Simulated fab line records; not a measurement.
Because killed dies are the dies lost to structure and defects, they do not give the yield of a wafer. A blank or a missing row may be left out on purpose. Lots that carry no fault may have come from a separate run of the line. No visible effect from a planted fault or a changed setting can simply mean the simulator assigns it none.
fab line records	flow n5_finfet	part 1 of 2: steps 1 to 43 of 44
record: lots: 6	wafers: 16	last_day: 17
route steps=1938 shown SD_EPI_N@276 SD_EPI_P@295 MOL_CONTACT_COAG@537 PASSIVATION@1936
lots with no fault: from the same line, run without faults
start_h: the number of hours between the record's first day and the start of the first shown wafer of the lot	wait_h: hours since the lot's step before	" repeats the value in the row above	L1.1+2: several wafers, shown together as one row	- value missing, or start not given	* or withheld: withheld	< > ~ a bound
route shown NAME@n: a module of which the file shows steps, and the number in the route of the first	usual: mean and standard deviation over wafers with no fault	same: alike in all rows	chamber/n: place in a boat	sites: each site's reading	_std_site: the standard deviation of these	_edge_site: inner sites' mean taken away from outer sites' mean	radius_mm: how far each site lies from the wafer's centre	mask NAME#n: copy n	behind: tool/chamber where the wafer was last shaped	hold: why the lot went on hold/how many hours it stayed there/how the hold came to an end	device: transistor that didn't switch, given as n, p or np	end of line: the tests these same wafers got at the end of their route	step lacking rows: just its recipe	killed: not the wafer's yield, but the dies lost to structure and defects at the first sort	map: the dies of a wafer, with x for killed, . for not killed, _ for no die there
set.NAME: the run value of the setting; set.NAME@STEP: its run value at that earlier step	model.NAME: the simulator's own value behind a step, which no gauge read
certain route steps with their lots: each step a table, each wafer a row
services: a tool's chamber out of use, with start hour (start_h, from the record's first day; less than 0 if before it), hours out, and reason
== steps ==
step: N5_SD_EPI_N_STRIP_36
recipe: chemistry: N2/H2	temp_c: 40	n2_flow_sccm: 200	h2_flow_sccm: 200	rf_frequency_hz: 6e+07
step: N5_SD_EPI_N_ETCHBACK_44
recipe: chemistry: CH3F/O2	mode: anisotropic_etchback	target: SiNx	target_depth_a: 145	stop_on: SiO2	over_etch_frac: 0.3	ion_energy_ev: 120	pressure_mtorr: 30	source_w: 395	bias_w: 73	Ar_flow_sccm: 150	CH3F_flow_sccm: 30	O2_flow_sccm: 20
step: N5_SD_EPI_N_ETCH_45
recipe: chemistry: CH3F/O2	target: SiOCN	target_depth_a: 60	mask_material: SOC	ion_energy_ev: 60	bias_w: 29	pressure_mtorr: 15	source_w: 410	Ar_flow_sccm: 150	CH3F_flow_sccm: 30	O2_flow_sccm: 20
step: N5_SD_EPI_N_ETCH_16
recipe: chemistry: CHF3/O2	target: SiO2	target_depth_a: 50	mask_material: SOC	pressure_mtorr: 30	source_w: 650	bias_w: 170	Ar_flow_sccm: 200	CHF3_flow_sccm: 50	O2_flow_sccm: 5	ion_energy_ev: 200
step: N5_SD_EPI_N_STRIP_47
recipe: chemistry: CHF3/O2	resist: SiARC	rf_frequency_hz: 6e+07
step: N5_SD_EPI_N_SD_RECESS_17
recipe: chemistry: HBr/Cl2/O2	target_depth_a: 410	mask_material: SOC	time_s: 23.7	bt_time_s: 3	pressure_mtorr: 10	icp_w: 800	bias_w: 112	HBr_flow_sccm: 150	Cl2_flow_sccm: 80	O2_flow_sccm: 12
step: N5_SD_EPI_N_STRIP_38
recipe: chemistry: N2/H2	power_w: 1000	temp_c: 250	h2_frac: 0.65	overash_fraction: 0.3	pressure_mtorr: withheld	n2_flow_sccm: 1750	h2_flow_sccm: 3250
usual: drypump_motor_current_A: 6.2/0.38	heater_power_w: 334/21	oes_product_au: 0.762/0.012
lot.wafer	tool	chamber	start_h	wait_h	drypump_motor_current_A	heater_power_w	oes_product_au	rf_hours_counter_h
L151.2	plasma_asher-02	1	77.61	0.1	6.5	312	0.772	93
L151.4	"	1	"	"	6.5	311	0.738	-
L151.6	"	0	"	"	6.4	324	0.760	-
L153.2	plasma_asher-01	1	88.91	0.1	6.5	327	0.768	38
L153.3	"	1	"	"	6.5	345	0.766	-
L153.5	"	0	"	"	5.5	365	0.752	-
L158.5	plasma_asher-01	1	117.63	0.1	6.4	339	0.758	-
L158.6	"	0	"	"	5.5	361	0.776	-
L160.5	plasma_asher-01	0	129.78	0.1	5.6	371	0.784	-
L160.6	"	1	"	"	6.4	336	0.760	-
L168.3	plasma_asher-02	0	179.70	0.1	6.4	331	0.762	-
L168.5	"	0	"	"	6.4	340	0.756	-
L168.6	"	1	"	"	6.5	315	0.763	-
L170.3	plasma_asher-01	1	187.93	0.1	6.5	332	0.771	-
L170.4	"	0	"	"	5.5	361	0.760	-
L170.6	"	0	"	"	5.6	363	0.770	-
step: N5_SD_EPI_N_WET_ETCH_43
recipe: chemistry: dHF	dilution: withheld	time_s: 14	target: SiO2	target_depth_a: 15	temp_c: 25
step: N5_SD_EPI_N_STRIP_18
recipe: chemistry: SPM	time_s: 750	temp_c: 130	h2so4_h2o2_vol_ratio: 4
step: N5_SD_EPI_N_SRD_20
recipe: dry: ipa_marangoni	do_ppb: 5	time_s: 30	temp_c: 23	rinse_liquid: diw
step: N5_SD_EPI_N_PRECLEAN_48
recipe: chemistry: NF3:NH3	afs_cycles: 2	temp_c: 30	time_s: 20	sublimation_temp_c: 180	sublimation_time_s: 60	pressure_torr: 3	rf_power_w: 30
step: N5_SD_EPI_N_VAPOR_ETCH_50
recipe: chemistry: HCl	target: Si	temp_c: 775	time_s: 54	pressure_torr: 20	mode: isotropic
step: N5_SD_EPI_N_EPI_21
recipe: material: Si:P	dopant: P	temp_c: 680	pressure_torr: 255	time_s: 690
usual: epi_growth_time_s: 690/0	susceptor_temp_C: 680.05/0.3	susceptor_temp_C_max: 681.8/0.67
lot.wafer	tool	chamber	start_h	wait_h	epi_growth_time_s	susceptor_temp_C	susceptor_temp_C_max	model.Si-P_of_SD_EPI_N_EPI_21.thk_nm
L151.2	epi_rpcvd-01	0	79.06	0.5	690	680.07	681.3	58.2
L151.4	"	0	"	"	690	679.92	681.1	58
L151.6	"	0	"	"	690	679.93	681.1	58.8
L153.2	epi_rpcvd-03	0	90.08	0.4	690	680.20	682.8	58.6
L153.3	"	0	"	"	690	679.80	683.2	59.2
L153.5	"	0	"	"	690	680.27	683.0	58.8
L158.5	epi_rpcvd-01	0	119.60	1.1	897.02	679.70	680.9	71.4
L158.6	"	0	"	"	690	679.58	681.1	59.2
L160.5	epi_rpcvd-01	0	132.31	1.5	897.02	680.53	681.7	71.4
L160.6	"	0	"	"	690	680.29	681.7	59
L168.3	epi_rpcvd-03	0	181.50	0.9	690	679.87	682.2	59.6
L168.5	"	0	"	"	690	679.80	684.0	59.8
L168.6	"	0	"	"	690	680.04	682.4	59.4
L170.3	epi_rpcvd-02	0	189.36	0.7	690	680.11	681.3	60.6
L170.4	"	0	"	"	690	680.13	681.8	59.2
L170.6	"	0	"	"	690	680.31	681.8	59.6
step: N5_SD_EPI_N_EPI_MEAS_23
recipe: mode: xrd
usual: thk_nm: 59.1/1.1
lot.wafer	tool	chamber	start_h	wait_h	thk_nm
L151.2	film_metro-01	-	80.96	1.5	59.1
L151.4	"	-	"	"	57.2
L151.6	"	-	"	"	59.4
L153.2	film_metro-01	-	91.52	1.2	58.9
L153.3	"	-	"	"	57.0
L153.5	"	-	"	"	58.7
L158.5	film_metro-01	-	120.20	0.3	71.9
L158.6	"	-	"	"	58.5
L160.5	film_metro-01	-	133.10	0.4	70.8
L160.6	"	-	"	"	59.6
L168.3	film_metro-02	-	183.03	1.2	59.4
L168.5	"	-	"	"	60.2
L168.6	"	-	"	"	59.3
L170.3	film_metro-02	-	190.52	0.9	62.0
L170.4	"	-	"	"	59.1
L170.6	"	-	"	"	60.1
step: N5_SD_EPI_N_PRECLEAN_24
recipe: chemistry: O3/DIW	time_s: 60	temp_c: 22	o3_ppm: 10
step: N5_SD_EPI_N_SRD_25
recipe: time_s: 30	temp_c: 23	rinse_liquid: diw	dry: ipa_marangoni
step: N5_SD_EPI_N_PRECLEAN_49
recipe: chemistry: NF3:NH3	afs_cycles: 1	temp_c: 30	time_s: 20	sublimation_temp_c: 180	sublimation_time_s: 60	pressure_torr: 3	rf_power_w: 30
step: N5_SD_EPI_N_LINER_46
recipe: material: SiNx	target_thk_a: 30	temp_c: 400	ald_precursor_family: SiH2I2	ald_co_reactant: N2/H2-plasma	pressure_torr: 2
usual: heater_power_outer_w: 515/60	heater_power_w: 846/83	susceptor_temp_C: 399.96/0.21
lot.wafer	tool	chamber	start_h	wait_h	heater_power_outer_w	heater_power_w	susceptor_temp_C
L151.2	ald_sin-02	3	81.37	0.2	419	733	400.64
L151.4	"	1	"	"	517	845	400.25
L151.6	"	0	"	"	450	721	399.80
L153.2	ald_sin-04	0	92.00	0.3	455	764	399.79
L153.3	"	3	"	"	526	883	400.04
L153.5	"	3	"	"	530	891	399.88
L158.5	ald_sin-02	1	120.79	0.2	506	890	399.94
L158.6	"	0	"	"	436	746	400.13
L160.5	ald_sin-03	1	133.52	0.2	569	860	400.05
L160.6	"	0	"	"	501	839	400.09
L168.3	ald_sin-03	1	183.67	0.4	562	882	400.11
L168.5	"	1	"	"	559	880	400.04
L168.6	"	0	"	"	507	812	399.62
L170.3	ald_sin-02	3	190.89	0.2	428	742	400.17
L170.4	"	1	"	"	509	885	399.65
L170.6	"	1	"	"	509	881	400.04
step: N5_SD_EPI_N_INSPECT_26
recipe: inspect_instrument: darkfield	mode: post_epi
usual: raw_defect_count: 189/37
lot.wafer	tool	chamber	start_h	wait_h	raw_defect_count
L151.2	defect_inspect-01	-	81.62	0.1	149
L151.4	"	-	"	"	180
L151.6	"	-	"	"	144
L153.2	defect_inspect-02	-	92.25	0.1	175
L153.3	"	-	"	"	157
L153.5	"	-	"	"	130
L158.5	defect_inspect-02	-	120.93	0.0	234
L158.6	"	-	"	"	170
L160.5	defect_inspect-02	-	133.67	0.0	184
L160.6	"	-	"	"	228
L168.3	defect_inspect-02	-	183.92	0.1	194
L168.5	"	-	"	"	143
L168.6	"	-	"	"	195
L170.3	defect_inspect-02	-	191.15	0.2	219
L170.4	"	-	"	"	227
L170.6	"	-	"	"	183
step: N5_SD_EPI_P_COAT_34
recipe: resist: SOC	temp_c: 250	time_s: 60	spin_rpm: 1500	resist_thk_nm: 350
step: N5_SD_EPI_P_COAT_35
recipe: resist: SiARC	temp_c: 220	time_s: 60	spin_rpm: 1500	resist_thk_nm: 35
step: N5_SD_EPI_P_COAT_03
recipe: resist: CAR-ArF-block	spin_rpm: 1500	resist_thk_nm: 150
step: N5_SD_EPI_P_EBR_05
recipe: solvent: PGMEA	ebr_width_mm: 1.5
step: N5_SD_EPI_P_SOFTBAKE_04
recipe: temp_c: 110	time_s: 60	resist: CAR-ArF-block
step: N5_SD_EPI_P_EXPOSE_06
recipe: mask_id: SD_P_BLK	na: 1.35	source_shape: conventional	sigma_outer: 0.8	polarization: unpolarized	target_cd_nm: 240	dose_mj: 39.5
step: N5_SD_EPI_P_PEB_07
recipe: peb_temp_c: 110	peb_time_s: 60	resist: CAR-ArF-block
step: N5_SD_EPI_P_DEVELOP_08
recipe: develop_time_s: 30	developer: TMAH	resist: CAR-ArF-block	dev_temp_c: 23	rinse_liquid: diw	dry: air_spin
step: N5_SD_EPI_P_CD_MEAS_09
recipe: target_cd_nm: 240	landing_energy_ev: 500	detector: se_inlens
usual: cd_nm: 240.0/0.75
lot.wafer	tool	chamber	start_h	wait_h	cd_nm
L151.2	cd_sem-01	0	81.90	-	240.2
L151.4	"	0	"	"	239.9
L151.6	"	0	"	"	240.6
L153.2	cd_sem-02	0	92.53	-	241.0
L153.3	"	0	"	"	240.2
L153.5	"	0	"	"	241.1
L158.5	cd_sem-01	0	121.33	-	239.7
L158.6	"	0	"	"	240.6
L160.5	cd_sem-01	0	133.95	-	238.2
L160.6	"	0	"	"	238.5
L168.3	cd_sem-03	0	184.23	-	241.3
L168.5	"	0	"	"	240.4
L168.6	"	0	"	"	240.9
L170.3	cd_sem-01	0	191.43	-	238.8
L170.4	"	0	"	"	239.7
L170.6	"	0	"	"	239.5
step: N5_SD_EPI_P_OVL_MEAS_10
recipe: points_per_wafer: 44
usual: SD_P_BLK_OVL: 0.1/0.67
lot.wafer	tool	chamber	start_h	wait_h	SD_P_BLK_OVL[nm]
L151.2	overlay-01	0	81.93	0.0	-0.7
L151.4	"	0	"	"	-0.6
L151.6	"	0	"	"	-0.9
L153.2	overlay-01	0	92.55	0.0	-0.7
L153.3	"	0	"	"	-0.1
L153.5	"	0	"	"	0.7
L158.5	overlay-01	0	121.36	0.0	-0.5
L158.6	"	0	"	"	1.1
L160.5	overlay-01	0	133.97	0.0	1.3
L160.6	"	0	"	"	0.7
L168.3	overlay-02	0	184.26	0.0	-0.5
L168.5	"	0	"	"	0.0
L168.6	"	0	"	"	0.5
L170.3	overlay-01	0	191.46	0.0	-0.2
L170.4	"	0	"	"	0.1
L170.6	"	0	"	"	-0.5
step: N5_SD_EPI_P_INSPECT_11
recipe: mode: adi	inspect_instrument: macro
usual: raw_defect_count: 2.1/1.5
lot.wafer	tool	chamber	start_h	wait_h	raw_defect_count
L151.2	defect_inspect-02	-	81.95	0.0	0
L151.4	"	-	"	"	6
L151.6	"	-	"	"	1
L153.2	defect_inspect-02	-	92.58	0.0	4
L153.3	"	-	"	"	2
L153.5	"	-	"	"	1
L158.5	defect_inspect-01	-	121.38	0.0	0
L158.6	"	-	"	"	0
L160.5	defect_inspect-02	-	134.00	0.0	2
L160.6	"	-	"	"	2
L168.3	defect_inspect-01	-	184.29	0.0	3
L168.5	"	-	"	"	3
L168.6	"	-	"	"	2
L170.3	defect_inspect-02	-	191.48	0.0	2
L170.4	"	-	"	"	0
L170.6	"	-	"	"	4
step: N5_SD_EPI_P_DESCUM_14
recipe: chemistry: O2	time_s: 7.9	source_power_w: 50	bias_power_w: 20	pressure_mtorr: 20	rf_frequency_hz: 2.712e+07	temp_c: 40	resist: CAR-ArF-block	o2_flow_sccm: 225
usual: drypump_motor_current_A: 5.7/0.39	oes_product_au: 0.81/0.075	rf_vpp_V: 243.3/1.1	showerhead_plenum_p_Torr: 2.11/0.045	throttle_valve_pct: 20.40/0.29
lot.wafer	tool	chamber	start_h	wait_h	drypump_motor_current_A	oes_product_au	rf_hours_counter_h	rf_vpp_V	showerhead_plenum_p_Torr	throttle_valve_pct
L151.2	rie_diel-01	2	82.80	0.9	5.7	0.90	27	243.4	2.05	20.06
L151.4	"	0	"	"	5.6	0.80	110	244.1	2.11	20.38
L151.6	"	0	"	"	5.6	0.79	-	245.1	2.11	20.40
L153.2	rie_diel-03	2	92.61	0.0	5.5	0.77	118	244.1	2.10	20.28
L153.3	"	0	"	"	6.1	0.81	98	241.9	2.02	20.08
L153.5	"	2	"	"	5.5	0.76	-	243.2	2.10	20.31
L158.5	rie_diel-05	3	121.63	0.2	5.4	0.75	-	243.9	2.09	20.87
L158.6	"	1	"	"	6.2	0.82	-	241.9	2.12	20.75
L160.5	rie_diel-01	0	134.28	0.3	5.6	0.77	-	241.8	2.11	20.40
L160.6	"	3	"	"	5.1	0.69	-	244.8	2.14	20.42
L168.3	rie_diel-01	0	184.32	0.0	5.6	0.77	137	243.3	2.10	20.44
L168.5	"	1	"	"	5.8	0.85	-	243.3	2.13	20.42
L168.6	"	2	"	"	5.7	0.85	-	243.3	2.04	20.14
L170.3	rie_diel-03	3	191.55	0.1	6.3	0.89	38	243.6	2.14	20.31
L170.4	"	2	"	"	5.5	0.74	148	243.6	2.09	20.33
L170.6	"	3	"	"	6.2	0.89	-	241.9	2.14	20.30
step: N5_SD_EPI_P_ETCH_36
recipe: chemistry: CF4	target: SiARC	target_depth_a: 455	mask_material: CAR-ArF-block	time_s: 75.8	ion_energy_ev: 80	pressure_mtorr: 40	source_w: 545	bias_w: 36	Ar_flow_sccm: 100	cf4_flow_sccm: 100	ends: cleared
step: N5_SD_EPI_P_ETCH_37
recipe: chemistry: N2/H2	target: SOC	overetch_a: 1080	mask_material: SiARC	temp_c: 40	ion_energy_ev: 100	source_w: 3000	bias_w: 133	pressure_mtorr: 20	time_s: 486	n2_flow_sccm: 200	h2_flow_sccm: 200	ends: end_point
step: N5_SD_EPI_P_STRIP_38
recipe: chemistry: N2/H2	temp_c: 40	n2_flow_sccm: 200	h2_flow_sccm: 200	rf_frequency_hz: 6e+07
step: N5_SD_EPI_P_ETCHBACK_46
recipe: chemistry: CH3F/O2	mode: anisotropic_etchback	target: SiNx	target_depth_a: 175	stop_on: SiO2	over_etch_frac: 0.3	ion_energy_ev: 120	pressure_mtorr: 30	source_w: 395	bias_w: 73	Ar_flow_sccm: 150	CH3F_flow_sccm: 30	O2_flow_sccm: 20
usual: drypump_motor_current_A: 5.7/0.39	oes_product_au: 0.69/0.06	rf_vpp_V: 297/3	showerhead_plenum_p_Torr: 2.01/0.044	throttle_valve_pct: 16.30/0.28
lot.wafer	tool	chamber	start_h	wait_h	drypump_motor_current_A	oes_product_au	rf_hours_counter_h	rf_vpp_V	showerhead_plenum_p_Torr	throttle_valve_pct
L151.2	rie_diel-01	2	83.22	0.0	5.7	0.76	27	298	1.95	15.96
L151.4	"	0	"	"	5.6	0.67	110	296	2.02	16.29
L151.6	"	0	"	"	5.6	0.68	-	296	2.02	16.29
L153.2	rie_diel-03	2	93.03	0.0	5.4	0.66	118	297	2.01	16.26
L153.3	"	0	"	"	6.2	0.70	98	295	1.94	16.03
L153.5	"	2	"	"	5.4	0.66	-	296	2.01	16.25
L158.5	rie_diel-05	3	122.32	0.1	5.4	0.65	-	292	1.99	16.77
L158.6	"	1	"	"	6.2	0.70	-	296	2.02	16.56
L160.5	rie_diel-01	0	134.73	0.1	5.6	0.66	-	295	2.01	16.33
L160.6	"	3	"	"	5.1	0.59	-	299	2.05	16.43
L168.3	rie_diel-01	0	184.73	0.0	5.6	0.66	137	296	2.01	16.34
L168.5	"	1	"	"	5.8	0.72	-	303	2.03	16.26
L168.6	"	2	"	"	5.7	0.72	-	300	1.94	16.00
L170.3	rie_diel-03	3	191.97	0.0	6.2	0.76	38	297	2.03	16.14
L170.4	"	2	"	"	5.5	0.64	149	297	2.00	16.30
L170.6	"	3	"	"	6.2	0.76	-	296	2.04	16.12
step: N5_SD_EPI_P_ETCH_47
recipe: chemistry: CH3F/O2	target: SiOCN	target_depth_a: 250	mask_material: SOC	ion_energy_ev: 60	bias_w: 29	pressure_mtorr: 30	source_w: 410	Ar_flow_sccm: 150	CH3F_flow_sccm: 30	O2_flow_sccm: 20
step: N5_SD_EPI_P_ETCH_16
recipe: chemistry: CHF3/O2	target: SiO2	target_depth_a: 50	mask_material: SOC	pressure_mtorr: 30	source_w: 650	bias_w: 170	Ar_flow_sccm: 200	CHF3_flow_sccm: 50	O2_flow_sccm: 5	ion_energy_ev: 200
step: N5_SD_EPI_P_STRIP_50
recipe: chemistry: CHF3/O2	resist: SiARC	rf_frequency_hz: 6e+07
step: N5_SD_EPI_P_SD_RECESS_17
recipe: chemistry: HBr/Cl2/O2	target_depth_a: 391	bt_time_s: 3	pressure_mtorr: 10	icp_w: 800	bias_w: 112	HBr_flow_sccm: 150	Cl2_flow_sccm: 80	O2_flow_sccm: 12
usual: drypump_motor_current_A: 5.7/0.52	oes_product_au: 0.990/0.013	throttle_valve_pct: 37.0/0.35
lot.wafer	tool	chamber	start_h	wait_h	drypump_motor_current_A	oes_product_au	rf_hours_counter_h	throttle_valve_pct
L151.2	rie_si-05	1	83.49	0.0	5.8	0.994	117	36.8
L151.4	"	0	"	"	5.9	0.997	155	37.5
L151.6	"	3	"	"	5.3	0.994	-	37.7
L153.2	rie_si-05	1	93.30	0.0	5.7	0.989	117	36.8
L153.3	"	2	"	"	4.8	0.967	49	36.8
L153.5	"	1	"	"	5.8	0.980	-	36.8
L158.5	rie_si-06	2	122.65	0.1	6.5	0.980	-	36.8
L158.6	"	3	"	"	5.8	1.007	-	36.6
L160.5	rie_si-06	1	134.98	0.1	5.5	1.007	-	36.9
L160.6	"	0	"	"	6.6	0.980	-	37.1
L168.3	rie_si-06	1	185.00	0.0	5.5	0.989	76	36.9
L168.5	"	0	"	"	6.6	0.988	-	37.1
L168.6	"	3	"	"	5.8	0.986	-	36.7
L170.3	rie_si-02	2	192.24	0.0	5.2	0.985	175	37.4
L170.4	"	1	"	"	5.4	1.005	69	37.4
L170.6	"	3	"	"	5.8	0.971	-	37.0
step: N5_SD_EPI_P_WET_ETCH_45
recipe: chemistry: dHF	dilution: withheld	time_s: 10.7	target: SiO2	target_depth_a: 20	temp_c: 25	dry: ipa_marangoni	rinse_time_s: 30	rinse_temp_c: 23
step: N5_SD_EPI_P_STRIP_40
recipe: chemistry: N2/H2	power_w: 1000	temp_c: 250	h2_frac: 0.65	overash_fraction: 0.3	pressure_mtorr: withheld	n2_flow_sccm: 1750	h2_flow_sccm: 3250
step: N5_SD_EPI_P_PRECLEAN_52
recipe: chemistry: O3/DIW	time_s: 60	temp_c: 22	o3_ppm: 10
step: N5_MOL_CONTACT_COAG_ETCH_15
recipe: chemistry: CH3F/O2	target: SiNx	target_depth_a: 70	mask_material: SOC	stop_on: Si:P	over_etch_frac: 0.75	ion_energy_ev: 120	pressure_mtorr: 30	source_w: 395	bias_w: 73	Ar_flow_sccm: 150	CH3F_flow_sccm: 30	O2_flow_sccm: 20
usual: drypump_motor_current_A: 5.6/0.54	oes_product_au: 0.60/0.064	rf_vpp_V: 297/3.4	showerhead_plenum_p_Torr: 2.01/0.058	throttle_valve_pct: 16.24/0.23
lot.wafer	tool	chamber	start_h	wait_h	drypump_motor_current_A	oes_product_au	rf_hours_counter_h	rf_vpp_V	showerhead_plenum_p_Torr	throttle_valve_pct	model.Si-P_of_SD_EPI_N_EPI_21.thk_nm
L151.2	rie_diel-04	0	116.78	0.0	6.2	0.64	34	302	2.05	15.84	57.4
L151.4	"	2	"	"	5.2	0.68	22	297	2.05	16.00	57.2
L151.6	"	3	"	"	5.5	0.59	-	300	2.03	16.30	58
L153.2	rie_diel-04	3	126.43	0.0	5.5	0.59	94	301	2.03	16.33	57.8
L153.3	"	2	"	"	5.1	0.67	25	298	2.04	16.01	58.2
L153.5	"	3	"	"	5.5	0.59	-	301	2.03	16.32	58
L158.5	rie_diel-06	3	159.30	0.0	5.0	0.53	-	294	1.98	16.51	70.4
L158.6	"	2	"	"	6.1	0.63	-	295	1.96	16.22	58.4
L160.5	rie_diel-02	2	168.69	0.0	4.9	0.58	-	294	2.01	16.43	70.4
L160.6	"	3	"	"	5.9	0.65	-	300	2.12	16.05	58.2
L168.3	rie_diel-04	0	218.43	0.0	6.3	0.60	68	301	2.04	15.90	58.8
L168.5	"	3	"	"	5.5	0.57	-	301	2.02	16.37	59
L168.6	"	0	"	"	6.3	0.60	-	301	2.04	15.89	58.6
L170.3	rie_diel-04	1	227.09	0.0	5.5	0.52	216	294	1.97	16.48	59.6
L170.4	"	2	"	"	5.2	0.64	59	296	2.03	16.08	58.4
L170.6	"	0	"	"	6.3	0.59	-	301	2.03	15.91	58.8
== key ==
first_sign: step: N5_SD_EPI_N_EPI_21	reading: epi_growth_time_s	direction: up	sigmas: 99+	usual: *	struck: *
effect: step: N5_SD_EPI_N_EPI_MEAS_23	reading: thk_nm	direction: up	sigmas: 11	usual: *	struck: *
model_effect: step: N5_SD_EPI_N_EPI_21	value: Si-P_of_SD_EPI_N_EPI_21.thk_nm	without: 59.2	struck: 71.4
model_effect: step: N5_MOL_CONTACT_COAG_ETCH_15	value: Si-P_of_SD_EPI_N_EPI_21.thk_nm	without: 58.4	struck: 70.4
met_at N5_SD_EPI_N_EPI_21
struck_wafers L158.5,L160.5
tester_left_out L158,L160
onset_between 79.06 119.60
fault: kind: process_parameter_drift	tool: epi_rpcvd-01	chamber: -	onset_h: 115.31	steps: N5_SD_EPI_N_EPI_21	channel: epi_growth_time_s	offset: *	shape: step	end_h: 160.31	scope: struck_wafers_only	stated: *
tester_left_out: of these lots the tester's yield and bins aren't shown, on N5 and GAA mostly nor the transistor test; their killed dies are dies lost to structure and defects alone, not to doping, threshold or leakage, so they don't give the yield
